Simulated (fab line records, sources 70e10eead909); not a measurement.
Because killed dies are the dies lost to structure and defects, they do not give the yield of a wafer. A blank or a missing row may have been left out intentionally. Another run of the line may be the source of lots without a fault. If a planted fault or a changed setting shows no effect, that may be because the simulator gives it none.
fab line records -- flow nandHarc
record lots=6, wafers=18, lastDay=31
route steps=1302 shown A_DECK1_JOINT@539 A_ONON_D2@545 END@1302
lots that met no fault: from a run of the same line without faults
startH: the number of hours between the record's first day and the start of the first shown wafer of the lot -- waitH: hours since the lot's step before -- " unchanged from the row above -- L1.1+2: a row that stands for several wafers -- - value missing, or start not given -- * or withheld: withheld -- < > ~ a bound
route shown NAME@n: names a module that has steps shown in the file, with the first one's number in the route -- usual: average and standard deviation across the fault-free wafers -- same: alike in all rows -- chamber/n: place in a boat -- sites: readings site by site -- _std_site: their standard deviation -- _edge_site: the outer-site mean with the inner-site mean subtracted -- radiusMm: how far each site lies from the wafer's centre -- mask NAME#n: copy n -- behind: the tool/chamber that last shaped the wafer -- hold: why the lot was held/for how many hours/how that ended -- device: the transistor (n, p or np) that didn't switch -- end of line: the route-end tests of the same wafers -- step lacking rows: just its recipe -- killed: dies lost to structure and defects at the first sort, not the wafer's yield -- map: per-die view of a wafer (x killed, . not killed, _ where there is no die)
set.NAME: the setting as run; set.NAME@STEP: as run at that earlier step -- model.NAME: the simulator's own value behind a step, which no gauge read
lots at some steps of the route; a table a step, a row a wafer
services: from which hour (startH, from the record's first day; less than 0 if before it) a tool's chamber was out of use, for how many hours, and why
## steps
# step NHARC_A_DECK1_JOINT_CMP_02
# recipe material=SiOx
# usual motorCurrentA=12.1/1.3
lot.wafer,tool,chamber,startH,waitH,motorCurrentA
L257.3,cmp-01,1,297.30,0.4,12.3
L257.4,cmp-01,2,297.30,0.4,15.4
L257.2,cmp-01,0,297.30,0.4,10.6
L262.4,cmp-04,1,356.49,0.4,12.2
L262.6,cmp-04,3,356.49,0.4,10.3
L262.5,cmp-04,0,356.49,0.4,11.8
L264.1,cmp-04,2,368.09,0.4,11.4
L264.2,cmp-04,3,368.09,0.4,10.7
L264.5,cmp-04,0,368.09,0.4,12.4
L265.1,cmp-04,3,388.17,0.4,11.3
L265.3,cmp-04,2,388.17,0.4,11.4
L265.5,cmp-04,0,388.17,0.4,11.4
L271.3,cmp-02,3,444.45,0.4,13.9
L271.5,cmp-02,1,444.45,0.4,12.0
L271.6,cmp-02,2,444.45,0.4,10.1
L273.4,cmp-02,2,468.26,0.4,10.3
L273.1,cmp-02,0,468.26,0.4,11.6
L273.6,cmp-02,2,468.26,0.4,10.1
# step NHARC_A_DECK1_JOINT_SRD_15
# step NHARC_A_DECK1_JOINT_DEP_16
# recipe targetThkA=450, tempC=400, pressureTorr=6.5, rfW=900, teosFlowSccm=161.4, flowSccm=2650, targetThkNm=45, gas=O2, material=SiO2
# usual heaterPowerW=565/110, showerheadVppV=1883/130, throttleValvePct=16.0/0.41
lot.wafer,tool,chamber,startH,waitH,heaterPowerW,showerheadVppV,throttleValvePct
L257.2,pecvd-03,1,297.69,0.1,624,1665,16.1
L257.3,pecvd-03,2,297.69,0.1,684,1766,15.4
L257.4,pecvd-03,2,297.69,0.1,691,1804,15.5
L262.5,pecvd-03,2,356.92,0.2,615,1797,15.6
L262.6,pecvd-03,0,356.92,0.2,396,1890,16.3
L262.4,pecvd-03,1,356.92,0.2,523,1661,16.4
L264.1,pecvd-04,2,368.45,0.1,482,1853,16.1
L264.2,pecvd-04,0,368.45,0.1,674,2063,16.6
L264.5,pecvd-04,1,368.45,0.1,690,1911,16.1
L265.3,pecvd-03,2,388.92,0.4,660,1767,15.6
L265.1,pecvd-03,0,388.92,0.4,430,1873,16.1
L265.5,pecvd-03,1,388.92,0.4,539,1657,16.3
L271.3,pecvd-02,2,444.78,0.1,479,1873,15.7
L271.6,pecvd-02,2,444.78,0.1,491,1908,15.8
L271.5,pecvd-02,1,444.78,0.1,526,2136,15.5
L273.1,pecvd-02,2,468.65,0.1,521,1871,15.7
L273.4,pecvd-02,1,468.65,0.1,549,2192,15.5
L273.6,pecvd-02,2,468.65,0.1,526,1910,15.6
# step NHARC_A_DECK1_JOINT_THK_MEAS_17
# recipe thkMeasGauge=ellipsometry
# usual thkNm=44.9/1.2
lot.wafer,tool,chamber,startH,waitH,thkNm
L257.2,filmMetro-02,-,297.96,0.2,45.0
L257.3,filmMetro-02,-,297.96,0.2,44.7
L257.4,filmMetro-02,-,297.96,0.2,44.5
L262.4,filmMetro-01,-,357.11,0.1,46.1
L262.5,filmMetro-01,-,357.11,0.1,44.2
L262.6,filmMetro-01,-,357.11,0.1,44.1
L264.1,filmMetro-02,-,368.71,0.2,43.7
L264.2,filmMetro-02,-,368.71,0.2,45.4
L264.5,filmMetro-02,-,368.71,0.2,45.5
L265.1,filmMetro-02,-,389.20,0.2,43.1
L265.3,filmMetro-02,-,389.20,0.2,44.0
L265.5,filmMetro-02,-,389.20,0.2,45.6
L271.3,filmMetro-01,-,445.07,0.3,45.4
L271.5,filmMetro-01,-,445.07,0.3,44.4
L271.6,filmMetro-01,-,445.07,0.3,46.6
L273.1,filmMetro-02,-,468.90,0.2,43.3
L273.4,filmMetro-02,-,468.90,0.2,45.2
L273.6,filmMetro-02,-,468.90,0.2,45.8
# step NHARC_A_DECK1_JOINT_INSPECT_05
# usual rawDefectCount=302/130
lot.wafer,tool,chamber,startH,waitH,rawDefectCount
L257.2,defectInspect-02,-,298.00,0.0,177
L257.3,defectInspect-02,-,298.00,0.0,231
L257.4,defectInspect-02,-,298.00,0.0,220
L262.4,defectInspect-02,-,357.15,0.0,329
L262.5,defectInspect-02,-,357.15,0.0,146
L262.6,defectInspect-02,-,357.15,0.0,342
L264.1,defectInspect-02,-,368.74,0.0,329
L264.2,defectInspect-02,-,368.74,0.0,528
L264.5,defectInspect-02,-,368.74,0.0,348
L265.1,defectInspect-02,-,389.23,0.0,466
L265.3,defectInspect-02,-,389.23,0.0,342
L265.5,defectInspect-02,-,389.23,0.0,254
L271.3,defectInspect-02,-,445.10,0.0,247
L271.5,defectInspect-02,-,445.10,0.0,159
L271.6,defectInspect-02,-,445.10,0.0,236
L273.1,defectInspect-01,-,468.94,0.0,253
L273.4,defectInspect-01,-,468.94,0.0,311
L273.6,defectInspect-01,-,468.94,0.0,141
# step NHARC_A_ONON_D2_DEP_00
# recipe targetThkA=10000, n2FlowSccm=2750, n2oFlowSccm=2000, nh3FlowSccm=500, sih4FlowSccm=210, tempC=400
# step NHARC_A_ONON_D2_THK_MEAS_02
# recipe thkMeasGauge=ellipsometry
# usual thkNm=998/12
lot.wafer,tool,chamber,startH,waitH,thkNm
L257.2,filmMetro-01,-,298.57,-,1006
L257.3,filmMetro-01,-,298.57,-,1006
L257.4,filmMetro-01,-,298.57,-,1009
L262.4,filmMetro-02,-,357.72,-,985
L262.5,filmMetro-02,-,357.72,-,986
L262.6,filmMetro-02,-,357.72,-,987
L264.1,filmMetro-01,-,369.47,-,1006
L264.2,filmMetro-01,-,369.47,-,1008
L264.5,filmMetro-01,-,369.47,-,1007
L265.1,filmMetro-02,-,389.81,-,967
L265.3,filmMetro-02,-,389.81,-,965
L265.5,filmMetro-02,-,389.81,-,966
L271.3,filmMetro-01,-,445.69,-,1002
L271.5,filmMetro-01,-,445.69,-,1001
L271.6,filmMetro-01,-,445.69,-,1004
L273.1,filmMetro-02,-,469.51,-,982
L273.4,filmMetro-02,-,469.51,-,982
L273.6,filmMetro-02,-,469.51,-,985
# step NHARC_A_ONON_D2_DEP_03
# recipe targetThkA=10000, n2FlowSccm=2750, n2oFlowSccm=2000, nh3FlowSccm=500, sih4FlowSccm=210, tempC=400
# step NHARC_A_ONON_D2_THK_MEAS_05
# recipe thkMeasGauge=ellipsometry
# usual thkNm=999/7.2
lot.wafer,tool,chamber,startH,waitH,thkNm
L257.2,filmMetro-02,-,299.14,-,1000
L257.3,filmMetro-02,-,299.14,-,1000
L257.4,filmMetro-02,-,299.14,-,1000
L262.4,filmMetro-02,-,358.29,-,1000
L262.5,filmMetro-02,-,358.29,-,1000
L262.6,filmMetro-02,-,358.29,-,1000
L264.1,filmMetro-01,-,370.04,-,999
L264.2,filmMetro-01,-,370.04,-,1000
L264.5,filmMetro-01,-,370.04,-,998
L265.1,filmMetro-02,-,390.38,-,995
L265.3,filmMetro-02,-,390.38,-,995
L265.5,filmMetro-02,-,390.38,-,995
L271.3,filmMetro-02,-,446.26,-,997
L271.5,filmMetro-02,-,446.26,-,998
L271.6,filmMetro-02,-,446.26,-,996
L273.1,filmMetro-02,-,470.07,-,998
L273.4,filmMetro-02,-,470.07,-,997
L273.6,filmMetro-02,-,470.07,-,997
# step NHARC_A_ONON_D2_DEP_06
# recipe targetThkA=10000, n2FlowSccm=2750, n2oFlowSccm=2000, nh3FlowSccm=500, sih4FlowSccm=210, tempC=400
# step NHARC_A_ONON_D2_THK_MEAS_08
# recipe thkMeasGauge=ellipsometry
# usual thkNm=1001/9.5
lot.wafer,tool,chamber,startH,waitH,thkNm
L257.2,filmMetro-02,-,299.71,-,1001
L257.3,filmMetro-02,-,299.71,-,999
L257.4,filmMetro-02,-,299.71,-,996
L262.4,filmMetro-02,-,358.86,-,997
L262.5,filmMetro-02,-,358.86,-,997
L262.6,filmMetro-02,-,358.86,-,995
L264.1,filmMetro-02,-,370.61,-,988
L264.2,filmMetro-02,-,370.61,-,987
L264.5,filmMetro-02,-,370.61,-,988
L265.1,filmMetro-02,-,390.95,-,997
L265.3,filmMetro-02,-,390.95,-,997
L265.5,filmMetro-02,-,390.95,-,997
L271.3,filmMetro-02,-,446.83,-,982
L271.5,filmMetro-02,-,446.83,-,984
L271.6,filmMetro-02,-,446.83,-,984
L273.1,filmMetro-02,-,470.64,-,1010
L273.4,filmMetro-02,-,470.64,-,1010
L273.6,filmMetro-02,-,470.64,-,1008
# step NHARC_A_ONON_D2_DEP_09
# recipe targetThkA=10000, n2FlowSccm=2750, n2oFlowSccm=2000, nh3FlowSccm=500, sih4FlowSccm=210, tempC=400
lot.wafer,tool,chamber,startH,waitH
L257.2+3+4,pecvdOnon-01,0,299.82,0.1
L262.4+5+6,pecvdOnon-04,0,359.09,0.2
L264.1+2+5,pecvdOnon-04,0,370.66,0.1
L265.1+3+5,pecvdOnon-01,0,391.01,0.1
L271.3+5+6,pecvdOnon-04,0,447.00,0.2
L273.1+4+6,pecvdOnon-01,0,470.70,0.1
# step NHARC_A_ONON_D2_THK_MEAS_11
# recipe thkMeasGauge=ellipsometry
# usual thkNm=1001/7.8
lot.wafer,tool,chamber,startH,waitH,thkNm
L257.2,filmMetro-01,-,300.27,-,1016
L257.3,filmMetro-01,-,300.27,-,1020
L257.4,filmMetro-01,-,300.27,-,1016
L262.4,filmMetro-02,-,359.42,-,940
L262.5,filmMetro-02,-,359.42,-,942
L262.6,filmMetro-02,-,359.42,-,941
L264.1,filmMetro-02,-,371.17,-,963
L264.2,filmMetro-02,-,371.17,-,960
L264.5,filmMetro-02,-,371.17,-,962
L265.1,filmMetro-02,-,391.52,-,1008
L265.3,filmMetro-02,-,391.52,-,1007
L265.5,filmMetro-02,-,391.52,-,1008
L271.3,filmMetro-02,-,447.39,-,1006
L271.5,filmMetro-02,-,447.39,-,1004
L271.6,filmMetro-02,-,447.39,-,1002
L273.1,filmMetro-01,-,471.21,-,996
L273.4,filmMetro-01,-,471.21,-,997
L273.6,filmMetro-01,-,471.21,-,996
# step NHARC_A_ONON_D2_DEP_12
# recipe targetThkA=10000, n2FlowSccm=2750, n2oFlowSccm=2000, nh3FlowSccm=500, sih4FlowSccm=210, tempC=400
# step NHARC_END_SORT_01
# recipe tempC=25
# usual killedAtArray=54/23, killedAtOther=1.2/1.5, killedAtPeriphery=3.9/2.5, killedDies=59/23, killedOpen=3.2/1.7, killedShort=2.4/1.6
# same grossDies=677
lot.wafer,tool,chamber,startH,waitH,killedAtArray,killedAtOther,killedAtPeriphery,killedDies,killedOpen,killedShort
L262.4,prober-01,0,651.82,3.4,28,6,5,39,4,1
L262.5,prober-01,0,652.61,3.7,27,2,5,34,2,2
L262.6,prober-01,0,653.40,4.0,22,4,7,33,2,2
# killed by level:class
L262.4 A_CHANNEL_HOLE_D2:chamberFilmFlake=9 A_STAIRCASE:chamberFilmFlake=6 THIN_TSV:chamberFilmFlake=6 A_CHANNEL_HOLE_D1:chamberFilmFlake=4 A_CONTACT:chamberFilmFlake=3 P_GATE:chamberFilmFlake=2 P_GATE:geometricParticle:open=1 A_CHANNEL_FILL_D2:geometricParticle:open=1
L262.5 A_CHANNEL_HOLE_D2:chamberFilmFlake=13 A_CONTACT:chamberFilmFlake=7 P_BONDPAD:chamberFilmFlake=2 A_SLIT:chamberFilmFlake=2 THIN_TSV:chamberFilmFlake=2 P_CONTACT:geometricParticle:open=1 P_M2:geometricParticle:open=1 A_CHANNEL_FILL_D1:geometricParticle:short=1
L262.6 A_CHANNEL_HOLE_D2:chamberFilmFlake=8 P_GATE:chamberFilmFlake=3 A_STAIRCASE:chamberFilmFlake=3 A_CONTACT:chamberFilmFlake=3 THIN_TSV:chamberFilmFlake=3 P_ZERO_WELL:chamberFilmFlake=2 A_CHANNEL_HOLE_D1:chamberFilmFlake=2 A_SLIT:chamberFilmFlake=2
## services
tool,chamber,startH,hours,kind
pecvd-04,-,273.65,13.0,pm
cmp-01,-,283.59,4.0,pm
cmp-04,-,300.42,0.8,repair
cmp-04,-,307.00,4.0,pm
cmp-02,-,310.13,0.5,repair
pecvdOnon-04,-,311.23,13.0,pm
cmp-02,-,324.33,2.4,repair
pecvd-04,0,326.59,8.8,repair
cmp-02,-,330.50,4.0,pm
cmp-02,-,339.13,1.5,repair
cmp-02,-,356.38,6.5,repair
cmp-01,-,361.09,1.8,repair
pecvd-03,-,366.00,13.0,pm
cmp-04,-,373.48,1.4,repair
cmp-02,-,376.62,0.8,repair
cmp-01,-,381.59,4.0,pm
cmp-04,-,405.00,4.0,pm
pecvd-02,-,408.00,13.0,pm
cmp-02,-,420.66,3.0,repair
pecvd-04,-,425.73,0.8,repair
cmp-02,-,428.50,4.0,pm
pecvd-04,0,432.38,3.8,repair
pecvdOnon-01,-,450.06,13.0,pm
pecvd-02,2,459.89,5.5,repair
## key
firstSign step=NHARC_A_ONON_D2_THK_MEAS_11, reading=thkNm, direction=down, sigmas=6.3, usual=1001, struck=951
effect none on later readings
metAt NHARC_A_ONON_D2_DEP_09
struckWafers L262.4,L262.5,L262.6,L264.1,L264.2,L264.5
testerLeftOut L262,L264
fault kind=processParameterDrift, tool=pecvdOnon-04, chamber=-, onsetH=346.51, steps=NHARC_A_ONON_D2_DEP_09, channel=targetThkA, offset=*, shape=step, endH=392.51, actsIn=*, stated=*
# testerLeftOut: of these lots the tester's yield and bins aren't shown, on N5 and GAA mostly nor the transistor test; their killed dies are dies lost to structure and defects alone, not to doping, threshold or leakage, so they don't give the yield
